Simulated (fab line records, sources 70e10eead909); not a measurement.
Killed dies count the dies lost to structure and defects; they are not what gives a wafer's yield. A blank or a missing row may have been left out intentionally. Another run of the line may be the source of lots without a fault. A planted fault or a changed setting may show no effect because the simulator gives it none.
Chamber matching | flow nandHarc | cmp-02 running NHARC_P_M0_CMP_23: 4 sister chambers
The step polishes, t overpolish 20 s, target thk 117.54 nm. 4 wafers are shown with their chamber, then 8 later ones without.

== WAFERS WITH THEIR CHAMBER ==
wafer  | chamber | motorCurrentA (A)
L082.4 | 2       | 12.3
L083.5 | 0       | 13.3
L086.2 | 1       | 12.4
L088.3 | 3       | 10.0

== WAFERS MISSING THEIR CHAMBER ==
wafer  | motorCurrentA (A)
L088.5 | 9.8
L088.6 | 11.7
L091.2 | 11.9
L091.3 | 10.6
L091.6 | 12.6
L094.1 | 12.9
L094.4 | 12.8
L094.5 | 13.5

== THE CHAMBER EACH PASSED THROUGH ==
wafer  | from the rows above          | in truth
L088.5 | 3                            | 3
L088.6 | can't be placed: 2 or 1      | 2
L091.2 | can't be placed: 2 or 1      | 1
L091.3 | 3                            | 3
L091.6 | can't be placed: 1 or 2 or 0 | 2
L094.1 | can't be placed: 0 or 1 or 2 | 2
L094.4 | can't be placed: 1 or 0 or 2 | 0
L094.5 | 0                            | 0
Correctly placed: 3 of 8. Not placeable from these rows: 5 (in 5, the candidates include the true chamber). 0 placed wrongly.
How it was worked out, from the rows above alone: a wafer's distance from a chamber is the root of the sum, over the readings, of the square of ((its reading less the chamber's mean) divided by the reading's scatter). If the next closest chamber is less than 2 further off than the closest, the wafer can't be placed; otherwise it belongs to the closest. Each chamber's mean is taken over the wafers shown for it. The scatter (one wafer shown for each chamber): square how far every hidden wafer sits from the nearest shown wafer, average those squares and take the square root.
